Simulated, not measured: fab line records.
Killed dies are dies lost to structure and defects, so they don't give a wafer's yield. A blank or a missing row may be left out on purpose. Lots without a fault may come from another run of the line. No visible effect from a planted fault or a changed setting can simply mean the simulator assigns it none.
Which of the tools did it?    flow nand harc    12 lots, 36 wafers sampled, at 6 steps of a route of 1302

## WHAT EACH GAUGE READ, for each wafer
NHARC_P_ZERO_WELL_CD_MEAS_24: the cd target is 720 nm. Usual: cd nm at 720.1 nm, with a standard deviation of 1.3.
lot   measured     on         cd nm (nm)         flag
L499  day 2 08:34  cd sem-01  719.3 720.6 719.7  
L500  day 2 18:52  cd sem-01  717.2 719.5 719.6  
L501  day 3 04:37  cd sem-01  719.9 718.0 719.1  
L502  day 3 14:35  cd sem-01  720.0 719.4 720.2  
L503  day 4 00:40  cd sem-01  721.4 719.4 720.2  
L505  day 4 22:22  cd sem-03  721.2 720.7 720.1  
L508  day 6 02:36  cd sem-02  721.7 722.3 720.7  
L509  day 6 12:28  cd sem-03  719.7 717.7 718.6  
L510  day 6 22:55  cd sem-03  721.1 720.5 721.6  
L511  day 7 08:38  cd sem-02  719.9 721.3 720.3  
L512  day 7 18:46  cd sem-03  720.6 721.6 720.6  
L513  day 8 04:35  cd sem-03  711.2 710.9 710.3  OFF

NHARC_P_STI_CD_MEAS_09: the cd target is 200 nm. Usual: cd nm at 200.6 nm, with a standard deviation of 1.7.
lot   measured     on         cd nm (nm)         flag
L499  day 3 07:16  cd sem-03  196.7 199.7 200.0  
L500  day 3 19:14  cd sem-01  199.5 199.1 201.3  
L501  day 4 03:15  cd sem-01  201.2 201.8 200.3  
L502  day 4 14:45  cd sem-02  203.1 200.6 200.6  
L503  day 4 23:04  cd sem-01  200.9 201.0 203.0  
L505  day 5 18:25  cd sem-02  201.9 202.3 205.7  
L508  day 7 00:31  cd sem-01  205.2 202.0 202.9  
L509  day 7 08:57  cd sem-01  199.7 199.8 200.7  
L510  day 7 20:56  cd sem-01  202.3 201.3 200.3  
L511  day 8 05:40  cd sem-03  199.8 200.7 202.6  
L512  day 8 15:01  cd sem-03  200.3 198.3 197.4  
L513  day 9 00:05  cd sem-02  200.1 199.1 196.8  

NHARC_P_STI_INSPECT_11. Usual: raw defect count at 5.4, with a standard deviation of 2.7.
lot   measured     on                 raw defect count  flag
L499  day 3 07:24  defect inspect-01  5 4 9             
L500  day 3 19:22  defect inspect-02  6 4 6             
L501  day 4 03:22  defect inspect-01  4 7 5             
L502  day 4 14:53  defect inspect-01  4 2 2             
L503  day 4 23:11  defect inspect-02  7 7 4             
L505  day 5 18:32  defect inspect-01  3 4 2             
L508  day 7 00:38  defect inspect-02  2 4 3             
L509  day 7 09:05  defect inspect-01  9 5 7             
L510  day 7 21:04  defect inspect-01  6 3 10            
L511  day 8 05:47  defect inspect-01  6 5 9             
L512  day 8 15:08  defect inspect-02  9 3 7             
L513  day 9 00:13  defect inspect-01  11 10 5           

NHARC_END_SORT_01. Usual: killed at array 56, standard deviation 20; killed at other 1, standard deviation 1.3; killed at periphery 3.5, standard deviation 2.7; killed dies 60, standard deviation 20; killed open 3.3, standard deviation 1.6; killed short 2.4, standard deviation 1.5.
lot   measured      on         killed at array  killed at other  killed at periphery  killed dies  killed open  killed short  flag
L508  day 28 07:16  prober-02  52 58 42         2 5 0            1 6 2                55 69 44     6 5 4        2 2 2         

## TOOL THAT RAN EACH LOT (tool first, then ch and the chambers of the sampled wafers, then the start)
lot   NHARC_P_ZERO_WELL_EXPOSE_21       NHARC_P_ZERO_WELL_DESCUM_39
L499  krf scanner-02 ch 0, day 2 08:25  rie diel-09 ch 1,2, day 2 10:59
L500  krf scanner-02 ch 0, day 2 18:43  rie diel-04 ch 1,3, day 2 20:32
L501  krf scanner-04 ch 0, day 3 04:28  rie diel-09 ch 1,2, day 3 06:17
L502  krf scanner-02 ch 0, day 3 14:26  rie diel-04 ch 0,2,3, day 3 16:17
L503  krf scanner-04 ch 0, day 4 00:31  rie diel-04 ch 1,3, day 4 02:21
L505  krf scanner-04 ch 0, day 4 22:13  rie diel-09 ch 0,1,2, day 5 00:02
L508  krf scanner-02 ch 0, day 6 02:26  rie diel-04 ch 0,1,2, day 6 04:26
L509  krf scanner-02 ch 0, day 6 12:18  rie diel-04 ch 0,1,2, day 6 14:26
L510  krf scanner-04 ch 0, day 6 22:46  rie diel-01 ch 0,1,2, day 7 00:46
L511  krf scanner-01 ch 0, day 7 08:28  rie diel-01 ch 0,2, day 7 10:27
L512  krf scanner-02 ch 0, day 7 18:36  rie diel-04 ch 0,1,2, day 7 20:28
L513  krf scanner-04 ch 0, day 8 04:25  rie diel-04 ch 0,1,3, day 8 06:23
- NHARC_P_ZERO_WELL_EXPOSE_21: exposes mask P NWELL, target cd 720 nm.
- NHARC_P_ZERO_WELL_DESCUM_39: chemistry O2, time 3 s.

## AS READ BY THE TOOLS THEMSELVES (means over the sampled wafers that have a number; for cases with no such wafer, the mark the record gives instead)
NHARC_P_ZERO_WELL_DESCUM_39. Usual: drypump motor current A 5.5 A, standard deviation 0.33; o2 flow sccm 200.0 sccm, standard deviation 0.56; oes product au 0.998 a.u., standard deviation 0.0098; rf vpp V 57.7 V, standard deviation 0.9; showerhead plenum p Torr 1.93 Torr, standard deviation 0.079; throttle valve pct 11.312 %, standard deviation 0.009.
lot   tool         drypump motor current A (A)  o2 flow sccm (sccm)  oes product au (a.u.)  rf vpp V (V)  showerhead plenum p Torr (Torr)  throttle valve pct (%)  flag
L499  rie diel-09  5.5                          200.3                1.008                  57.7          1.93                             11.313                  
L500  rie diel-04  6.1                          200.1                1.000                  57.3          1.86                             11.311                  
L501  rie diel-09  5.5                          199.6                1.002                  57.1          1.93                             11.304                  
L502  rie diel-04  5.7                          200.0                1.001                  58.7          1.89                             11.310                  
L503  rie diel-04  6.1                          200.0                1.001                  57.2          1.86                             11.310                  
L505  rie diel-09  5.4                          199.8                1.003                  58.5          1.94                             11.307                  
L508  rie diel-04  5.5                          199.9                0.992                  57.5          1.95                             11.309                  
L509  rie diel-04  5.5                          200.2                0.978                  57.6          1.95                             11.310                  
L510  rie diel-01  5.5                          199.8                0.994                  58.1          1.87                             11.315                  
L511  rie diel-01  5.6                          200.2                0.988                  57.3          1.92                             11.311                  
L512  rie diel-04  5.5                          199.7                0.986                  58.5          1.95                             11.312                  
L513  rie diel-04  5.8                          200.4                0.998                  57.7          1.89                             11.304                  

## THE ANSWER, worked out from the rows above alone
Rule: lot off if the mean of its wafers having a number is beyond 3 standard deviations from the usual mean. Also off: a lot with no number at a reading for which 4 or more lots have one. Any other lot the step has rows for is counted as sound. The gauges are gone through in route order, then the tools' own readings, and for those a lot's mean is taken as printed above. At the first step where some lot is off, the reading lying furthest off is the one used; lots without a number count as furthest.
Off: L513 (NHARC_P_ZERO_WELL_CD_MEAS_24, cd nm).
A tool fits if, at a process step before that reading, it ran every lot that is off, and no sound lot after the first of them. The gauges at NHARC_P_ZERO_WELL_CD_MEAS_24 are tried like those tools. Can't be told from this: 2 tools fit, krf scanner-04 at NHARC_P_ZERO_WELL_EXPOSE_21, cd sem-03 at NHARC_P_ZERO_WELL_CD_MEAS_24.

## WHAT THE SIMULATOR PUT IN
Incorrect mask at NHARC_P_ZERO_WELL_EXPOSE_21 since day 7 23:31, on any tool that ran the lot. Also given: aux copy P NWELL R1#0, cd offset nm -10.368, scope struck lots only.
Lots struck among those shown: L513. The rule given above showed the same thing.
